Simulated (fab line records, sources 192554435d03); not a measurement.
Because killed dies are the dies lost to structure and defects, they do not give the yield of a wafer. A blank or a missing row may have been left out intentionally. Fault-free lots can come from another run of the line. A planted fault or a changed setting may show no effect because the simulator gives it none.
Split-lot trial    flow n5Finfet    7 lots, 39 wafers read, on a route of 1938 steps

THE SPLIT
At N5_MOL_CONTACT_COAG_ETCH_91 (etches SOC in N2/H2, target depth 60 nm, overetch 21 nm, time 101.2 s), the setting sourceW was moved away from the recipe's 840 W on 15 of the 39 wafers read, by +7.5% to +18.7%. This setting was run at the recipe's value on the other wafers.

The reading is taken at the split's own step.

THE READING
rfVppV, in V, at N5_MOL_CONTACT_COAG_ETCH_91 (etches SOC in N2/H2, target depth 60 nm, overetch 21 nm, time 101.2 s). A value of 524.2 V with a standard deviation of 1.8 V is what fault-free wafers of this fab line usually give.

wafer   tool, chamber at the split  sourceW as run, W  against the recipe  rfVppV, V  against lot-mates on the recipe
L075.1  rieDiel-04, 1               991.5              +18.0%              495.1      -29.1
L075.2  rieDiel-04, 2               840                recipe              524.0      -
L075.3  rieDiel-04, 0               840                recipe              525.8      -
L075.4  rieDiel-04, 0               991.5              +18.0%              498.5      -25.7
L075.5  rieDiel-04, 1               840                recipe              522.9      -
L075.6  rieDiel-04, 2               991.5              +18.0%              494.9      -29.3
L078.2  rieDiel-05, 1               840                recipe              524.0      -
L078.3  rieDiel-05, 0               840                recipe              527.0      -
L078.5  rieDiel-05, 0               840                recipe              527.3      -
L082.1  rieDiel-04, 0               983.5              +17.1%              499.4      -24.1
L082.2  rieDiel-04, 3               983.5              +17.1%              499.8      -23.7
L082.3  rieDiel-04, 2               983.5              +17.1%              496.0      -27.5
L082.4  rieDiel-04, 1               840                recipe              523.1      -
L082.5  rieDiel-04, 0               840                recipe              525.9      -
L082.6  rieDiel-04, 1               840                recipe              521.4      -
L083.1  rieDiel-04, 0               902.9              +7.5%               514.7      -8.3
L083.2  rieDiel-04, 1               902.9              +7.5%               510.3      -12.7
L083.3  rieDiel-04, 3               902.9              +7.5%               512.8      -10.2
L083.4  rieDiel-04, 2               840                recipe              523.7      -
L083.5  rieDiel-04, 2               840                recipe              523.5      -
L083.6  rieDiel-04, 1               840                recipe              521.7      -
L085.1  rieDiel-01, 2               997.2              +18.7%              497.0      -26.7
L085.2  rieDiel-01, 0               840                recipe              523.0      -
L085.3  rieDiel-01, 3               997.2              +18.7%              493.7      -30.0
L085.4  rieDiel-01, 1               840                recipe              524.7      -
L085.5  rieDiel-01, 1               840                recipe              523.3      -
L085.6  rieDiel-01, 0               997.2              +18.7%              492.7      -31.0
L087.1  rieDiel-04, 3               840                recipe              525.5      -
L087.2  rieDiel-04, 2               840                recipe              524.7      -
L087.3  rieDiel-04, 2               840                recipe              523.9      -
L087.4  rieDiel-04, 3               840                recipe              525.0      -
L087.5  rieDiel-04, 3               840                recipe              524.7      -
L087.6  rieDiel-04, 2               840                recipe              523.9      -
L093.1  rieDiel-01, 1               992.8              +18.2%              494.9      -29.3
L093.2  rieDiel-01, 3               840                recipe              524.9      -
L093.3  rieDiel-01, 0               992.8              +18.2%              494.1      -30.1
L093.4  rieDiel-01, 1               840                recipe              523.4      -
L093.5  rieDiel-01, 3               840                recipe              524.4      -
L093.6  rieDiel-01, 0               992.8              +18.2%              494.2      -30.0

FIT RESULTS
A straight line over all 39 wafers: rfVppV changes by -1.58 V for each +1% of sourceW; r = -0.99; the points scatter about the line by 1.6 V.
The same after taking each lot's own level away (the mean of its wafers on the recipe; 39 wafers): -1.56 V for each +1%; r = -0.99; scatter 1.5 V.
That fit puts the effect of the largest move of sourceW on the reading at 29 V.
From 522.97 to 526.10 V: that is the span of the lots' own levels, equal to 1.7 times the standard deviation above.
So the lot-to-lot level changes the slope little: the two slopes agree.
Check: with one of the wafers moved furthest among these (+18.7%) left out of the fit, the line predicts -29.3 V for it against its lot-mates. It came out at -26.7 V against them.
Tool readings at the split's step, against how far the setting was moved: rfVppV r = -0.99.

OTHER SPLITS APPLIED TO THESE WAFERS
Before the reading, these wafers also passed through other splits. Each is held against what the fit with the lots' levels taken away leaves over:
other split on the same wafers    wafers away from the commonest value  r with rfVppV (lot level and that fit taken away)
N5_FIN_SAQP_MANDREL_ETCH_22 icpW  12                                    +0.19
N5_FIN_CUT_CUT_ETCH_26 sourceW    15                                    +0.06
N5_DUMMY_GATE_CVD_03 targetThkA   30                                    +0.07
N5_DUMMY_GATE_EXPOSE_12 doseMj    12                                    +0.06
N5_DUMMY_GATE_ETCH_42 biasW       9                                     +0.20

THE WHOLE CHAIN: every reading that the file lists as answering this split, in the file's order
step                         what it does                                                           reading                                                                                   change (the file's fit)                 r (the file's)
N5_MOL_CONTACT_COAG_ETCH_91  etches SOC in N2/H2, target depth 60 nm, overetch 21 nm, time 101.2 s  rfVppV                                                                                    -1.55 V for each +1% of the setting     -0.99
N5_MOL_CONTACT_COAG_ETCH_91  etches SOC in N2/H2, target depth 60 nm, overetch 21 nm, time 101.2 s  SiARC_of_MOL_CONTACT_COAG_COAT_76.thkNm (the simulator's own value, which no gauge read)  -0.0227 nm for each +1% of the setting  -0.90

FILE'S OWN FIT
rfVppV changes by -1.55 V for each +1% of sourceW, r = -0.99.
